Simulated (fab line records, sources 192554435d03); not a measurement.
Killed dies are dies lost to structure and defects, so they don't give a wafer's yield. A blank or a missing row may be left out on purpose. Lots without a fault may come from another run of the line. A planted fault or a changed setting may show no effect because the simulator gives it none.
A struck lot beside a sound one | flow n5_finfet | 14 steps out of a route of 1938
Sound: wafers L919.1, L919.2, L919.6. Struck: wafer L921.4. The cause comes at the end.
At each step with rows: each side's tool, then ch and its chambers, then its first start. Under that, the readings that differ: sound wafers | struck wafers | difference of the means | sigmas: that difference in standard deviations of wafers without a fault.
alike: readings whose means differ by less than 2 such deviations, and words and numbers that are the same on both sides. not compared: withheld readings, readings that some wafer has no value for, bounds like >300 that may hide the same value, and numbers for which the record gives no deviation and whose values overlap.
The two part at a step that has a row with sigmas, a row that says differs or no value, or rows on one side only. Numbers that don't overlap but have no deviation are shown without sigmas and don't part them. A reading that every wafer of one side lacks parts them only if that side has two wafers or more.

first, 1 step without rows for these wafers: N5_HKMG_FIN_ETCHBACK_68 (etches the open film in Cl2/Ar, stops on HfO2, target depth 0.5 nm).
N5_HKMG_FIN_STRIP_69: strips in N2/H2, time 360 s.
  sound on plasma_asher-02 ch 0,1, day 5 23:36; struck on plasma_asher-02 ch 0, day 6 09:11
  alike: drypump_motor_current_A, heater_power_w
  not compared: rf_hours_counter_h
N5_HKMG_FIN_ALD_21: deposits TiN, target thk 1.5 nm, pulse time 1 s, purge time 3 s.
  sound on ald_metal-01 ch 1,2, day 5 23:59; struck on ald_metal-01 ch 0, day 6 09:27
  reading            | sound       | struck | difference | sigmas
  heater_power_w (W) | 924 888 938 | 767    | -150       | -2
  alike: precursor_pulse_height_rel
then, 1 step without rows for these wafers: N5_HKMG_FIN_ALD_72 (deposits W, target thk 2 nm, pulse time 1 s, purge time 2 s).
N5_HKMG_FIN_W_FILL_22: material W, target thk 60 nm, time 18.2 s.
  sound on cvd_w-02 ch 0,1, day 6 00:25; struck on cvd_w-01 ch 0, day 6 09:53
  reading            | sound       | struck | difference | sigmas
  heater_power_w (W) | 909 849 907 | 748    | -140       | -2
  alike: throttle_valve_pct
then, 2 steps without rows for these wafers: N5_HKMG_FIN_PRECLEAN_83 (cleans in DIW, time 57.5 s); N5_HKMG_FIN_SRD_84 (dry time 32 s).
N5_HKMG_FIN_CMP_23: polishes, stops on SiNx, t overpolish 10 s, target thk 46.326 nm.
  sound on cmp-03 ch 0,1,3, day 6 00:41; struck on cmp-02 ch 0, day 6 09:59
  alike: motor_current_A, overpolish_run_s, slurry_flow_ml_min, time_to_endpoint_s
N5_HKMG_FIN_CMP_94: polishes, stops on SiNx, t overpolish 4.7 s, target thk 43.299 nm.
  sound on cmp-03 ch 0,1,3, day 6 01:04; struck on cmp-02 ch 0, day 6 10:28
  alike: motor_current_A, slurry_flow_ml_min
N5_HKMG_FIN_INSPECT_28: inspects for defects (darkfield).
  sound on defect_inspect-02, day 6 01:14; struck on defect_inspect-02, day 6 10:42
  alike: raw_defect_count
then, 1 step without rows for these wafers: N5_GATE_CUT_ETCHBACK_00 (etches W in SF6/Cl2).
N5_GATE_CUT_ETCH_56: etches TiN in Cl2/Ar, target depth 21.6 nm.
  sound on rie_metal-02 ch 0,1, day 6 01:23; struck on rie_metal-02 ch 0, day 6 10:53
  reading    | sound             | struck | difference | sigmas
  bias_w (W) | 59.94 59.69 59.88 | 53.10  | -6.74      | -37
  alike: drypump_motor_current_A, oes_product_au, throttle_valve_pct
  not compared: rf_hours_counter_h
then, 1 step without rows for these wafers: N5_GATE_CUT_ETCHBACK_30 (etches TiN in Cl2/Ar, target depth 3 nm).
N5_PASSIVATION_PROBE_49:
  the record has rows for the sound wafers here (prober-01, day 13 22:53) and none for the struck ones

WHERE THEY PART
First at N5_HKMG_FIN_ALD_21; last, within this record, at N5_PASSIVATION_PROBE_49.

WHY: what the simulator had put in
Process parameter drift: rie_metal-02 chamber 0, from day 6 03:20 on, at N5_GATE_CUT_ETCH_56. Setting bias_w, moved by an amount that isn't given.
